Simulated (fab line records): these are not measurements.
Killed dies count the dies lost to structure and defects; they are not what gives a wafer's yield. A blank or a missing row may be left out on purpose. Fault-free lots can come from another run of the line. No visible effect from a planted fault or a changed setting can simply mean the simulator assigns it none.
Which tool was responsible? :: flow nand-harc :: 18 wafers from 6 lots sampled at 2 of the route's 1159 steps

WHAT THE GAUGES SHOWED, per wafer
NHARC_P_ZERO_WELL_CD_MEAS_24 targets a cd of 720 nm.
lot: L196
measured: day 2 02:54
on: cd-sem-02
cd-nm (nm): 722.2 723.7 722.3

lot: L200
measured: day 3 02:31
on: cd-sem-01
cd-nm (nm): - - -

lot: L210
measured: day 5 14:37
on: cd-sem-02
cd-nm (nm): 721.3 725.1 724.6

lot: L212
measured: day 6 02:29
on: cd-sem-03
cd-nm (nm): 715.6 719.3 719.4

lot: L214
measured: day 6 14:43
on: cd-sem-02
cd-nm (nm): 719.1 723.2 720.0

lot: L216
measured: day 7 02:30
on: cd-sem-03
cd-nm (nm): 719.9 720.0 718.9

TOOL THAT RAN EACH LOT (tool first, then ch and the chambers of the sampled wafers, then the start)
lot: L196
NHARC_P_ZERO_WELL_EXPOSE_21: krf-scanner-02 ch 0, day 2 02:45

lot: L200
NHARC_P_ZERO_WELL_EXPOSE_21: krf-scanner-02 ch 0, day 3 02:22

lot: L210
NHARC_P_ZERO_WELL_EXPOSE_21: krf-scanner-03 ch 0, day 5 14:28

lot: L212
NHARC_P_ZERO_WELL_EXPOSE_21: krf-scanner-01 ch 0, day 6 02:20

lot: L214
NHARC_P_ZERO_WELL_EXPOSE_21: krf-scanner-01 ch 0, day 6 14:33

lot: L216
NHARC_P_ZERO_WELL_EXPOSE_21: krf-scanner-03 ch 0, day 7 02:20
- NHARC_P_ZERO_WELL_EXPOSE_21: exposes mask P NWELL, target cd 720 nm.

THE ANSWER, worked out from the rows above alone
Rule: usual is defined by the lots themselves. The widest of any qualifying gaps counts: lots, ordered by their means at a reading, are off when they make up no more than a third of the lots, leave a main group of 4 or more, and stand apart from it by 3 or more times the standard deviation of that group's means. Not used: any main group whose means are identical at the precision the tables above print for the reading. A lot without any number at a reading at which 4 lots or more have one is off too. Any other lot the step has rows for is counted as sound.
Off: L200 (NHARC_P_ZERO_WELL_CD_MEAS_24, cd-nm). Without a number there: L200. Mean 721.0 nm and standard deviation 2 in the main group.
If a tool, at a process step before that reading, ran all the lots that are off and no sound lot after the first of them, it fits. Those tools and the gauges at NHARC_P_ZERO_WELL_CD_MEAS_24 are tried in the same way. Undecided on this evidence; 2 tools fit (krf-scanner-02 at NHARC_P_ZERO_WELL_EXPOSE_21, cd-sem-01 at NHARC_P_ZERO_WELL_CD_MEAS_24).

WHAT THE SIMULATOR HAD PUT IN
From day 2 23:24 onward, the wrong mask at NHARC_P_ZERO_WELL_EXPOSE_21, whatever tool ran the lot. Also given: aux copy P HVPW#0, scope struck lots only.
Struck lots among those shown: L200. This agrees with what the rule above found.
